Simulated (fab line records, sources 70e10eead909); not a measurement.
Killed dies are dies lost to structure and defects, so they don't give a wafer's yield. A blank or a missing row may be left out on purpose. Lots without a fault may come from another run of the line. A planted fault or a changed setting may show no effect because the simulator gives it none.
Chamber matching | flow nand_harc | NHARC_P_M2_CMP_23 on cmp-04: 4 sister chambers
The step polishes, t overpolish 20 s, target thk 144.3 nm. 16 wafers are shown with their chamber, then 8 later ones without.

WAFERS WITH THEIR CHAMBER
wafer  | chamber | motor_current_A (A) | time_to_endpoint_s (s)
L082.1 | 1       | 10.2                | 35
L082.4 | 3       | 12.3                | 35
L082.5 | 2       | 11.8                | 30
L083.1 | 1       | 9.7                 | 32
L083.5 | 1       | 9.6                 | 34
L083.6 | 2       | 10.4                | 27
L088.3 | 3       | 12.3                | 31
L088.5 | 0       | 11.5                | 30
L088.6 | 1       | 10.0                | 32
L089.2 | 2       | 10.8                | 27
L089.3 | 1       | 10.5                | 34
L089.5 | 1       | 9.7                 | 32
L090.1 | 3       | 12.6                | 32
L090.4 | 2       | 11.3                | 28
L090.5 | 0       | 11.1                | 28
L093.1 | 0       | 11.9                | 27

SIGNATURES (means of the wafers above)
reading            | chamber 0 | chamber 1 | chamber 2 | chamber 3 | scatter within a chamber
motor_current_A    | 11.500    | 9.950     | 11.075    | 12.400    | 0.419
time_to_endpoint_s | 28.33     | 33.17     | 28.00     | 32.67     | 1.53
Rule: a wafer's distance from a chamber is the root of the sum, over the readings, of the square of ((its reading less the chamber's mean) divided by the reading's scatter). The wafer belongs to the nearest chamber; if the next one is less than 2 further off, it can't be placed. The scatter: the root of (the sum of the squares of (reading less its chamber's mean) over the shown wafers, divided by (wafers less chambers)).

WAFERS WITHOUT THEIR CHAMBER
wafer  | motor_current_A (A) | time_to_endpoint_s (s)
L093.3 | 12.6                | 28
L093.6 | 10.1                | 33
L095.3 | 12.5                | 33
L095.5 | 12.9                | 32
L095.6 | 10.4                | 29
L096.1 | 11.6                | 29
L096.5 | 12.5                | 33
L096.6 | 11.5                | 27

WHICH CHAMBER EACH WENT THROUGH
wafer  | from the rows above          | in truth
L093.3 | can't be placed: 0 or 3 or 2 | 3
L093.6 | 1                            | 1
L095.3 | 3                            | 3
L095.5 | 3                            | 3
L095.6 | can't be placed: 2 or 0 or 1 | 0
L096.1 | can't be placed: 0 or 2      | 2
L096.5 | 3                            | 3
L096.6 | can't be placed: 0 or 2      | 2
Placed correctly: 4 of 8. Can't be placed from these rows: 4 (the true chamber is among the candidates in 4). Placed wrongly: 0.
